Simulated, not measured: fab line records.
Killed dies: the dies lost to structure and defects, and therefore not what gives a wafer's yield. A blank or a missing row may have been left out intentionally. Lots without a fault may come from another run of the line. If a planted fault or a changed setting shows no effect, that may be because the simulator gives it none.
Matching of chambers | flow n5Finfet | cmp-01 running N5_MOL_CONTACT_COAG_CMP_28: 4 sister chambers
The step polishes, stops on SiNx, t overpolish 0.85 s, target thk 14.522 nm. 4 wafers are shown with their chamber, then 9 later ones without.

## WAFERS, EACH WITH ITS CHAMBER
wafer  | chamber | motorCurrentA (A)
L084.2 | 1       | 14.0
L085.1 | 0       | 12.3
L089.1 | 3       | 10.8
L089.5 | 2       | 11.8

## WAFERS WITH NO CHAMBER GIVEN
wafer  | motorCurrentA (A)
L092.1 | 11.3
L092.3 | 12.1
L092.5 | 14.5
L093.3 | 12.4
L093.5 | 12.2
L093.6 | 10.6
L097.2 | 11.7
L097.4 | 12.2
L097.6 | 12.2

## CHAMBER TAKEN BY EACH
wafer  | from the rows above          | in truth
L092.1 | can't be placed: 2 or 3 or 0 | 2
L092.3 | can't be placed: 0 or 2      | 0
L092.5 | 1                            | 1
L093.3 | can't be placed: 0 or 2      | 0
L093.5 | can't be placed: 0 or 2      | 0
L093.6 | 3                            | 3
L097.2 | can't be placed: 2 or 0      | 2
L097.4 | can't be placed: 0 or 2      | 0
L097.6 | can't be placed: 0 or 2      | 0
2 of 9 placed correctly. Unplaceable from these rows: 7, with the true chamber sitting among the candidates in 7. 0 placed wrongly.
How it was worked out, from the rows above alone: a wafer's distance from a chamber is the root of the sum, over the readings, of the square of ((its reading less the chamber's mean) divided by the reading's scatter). The wafer belongs to the nearest chamber; if the next one is less than 2 further off, it can't be placed. A chamber's mean is the mean of its shown wafers. The scatter: root of mean squared gap, hidden wafer to nearest shown wafer, with one shown wafer a chamber.
